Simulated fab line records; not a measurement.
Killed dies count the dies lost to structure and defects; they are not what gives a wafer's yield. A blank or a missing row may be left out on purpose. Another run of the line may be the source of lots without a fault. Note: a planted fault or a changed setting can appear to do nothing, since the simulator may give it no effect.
Chamber matching	flow n5-finfet	4 sister chambers for N5_BEOL_M2_STRIP_66 on rie-diel-03
The step strips in CF4. 14 wafers are shown with their chamber, then 7 later ones without.

## WAFERS PAIRED WITH THEIR CHAMBERS
wafer	chamber	showerhead-plenum-p-Torr (Torr)	throttle-valve-pct (%)	oes-product-au (a.u.)
L077.1	2	1.72	13.59	0.76
L077.4	1	1.89	13.08	0.88
L077.5	3	1.90	13.48	0.79
L078.1	1	1.89	13.08	0.88
L078.3	0	1.74	13.58	0.77
L078.5	0	1.74	13.57	0.77
L079.1	3	1.89	13.49	0.78
L079.4	0	1.73	13.61	0.77
L079.6	0	1.73	13.61	0.77
L088.2	2	1.71	13.64	0.74
L088.3	3	1.89	13.51	0.77
L088.5	0	1.73	13.61	0.75
L089.1	1	1.88	13.14	0.85
L089.3	0	1.73	13.66	0.75

SIGNATURES (averages over the wafers above)
reading	chamber 0	chamber 1	chamber 2	chamber 3	scatter within a chamber
showerhead-plenum-p-Torr	1.7333	1.8867	1.7150	1.8933	0.00563
throttle-valve-pct	13.6067	13.1000	13.6150	13.4933	0.0301
oes-product-au	0.7633	0.8700	0.7500	0.7800	0.0124
Rule: a wafer's distance from a chamber is the root of the sum, over the readings, of the square of ((its reading less the chamber's mean) divided by the reading's scatter). The wafer belongs to the nearest chamber; if the next one is less than 2 further off, it can't be placed. The scatter is the square root of a quotient: the sum, over the shown wafers, of each reading's squared deviation from its chamber's mean, divided by wafers minus chambers.

## WAFERS MISSING THEIR CHAMBER
wafer	showerhead-plenum-p-Torr (Torr)	throttle-valve-pct (%)	oes-product-au (a.u.)
L089.4	1.71	13.62	0.73
L093.2	1.89	13.54	0.76
L093.3	1.88	13.15	0.85
L093.5	1.88	13.15	0.84
L097.1	1.73	13.66	0.74
L097.3	1.88	13.17	0.84
L097.5	1.71	13.66	0.73

## EACH ONE'S CHAMBER
wafer	from the rows above	in truth
L089.4	2	2
L093.2	3	3
L093.3	1	1
L093.5	1	1
L097.1	can't be placed: 0 or 2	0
L097.3	1	1
L097.5	2	2
Correctly placed: 6 of 7. Unplaceable from these rows: 1, with the true chamber sitting among the candidates in 1. Placed wrongly: 0.
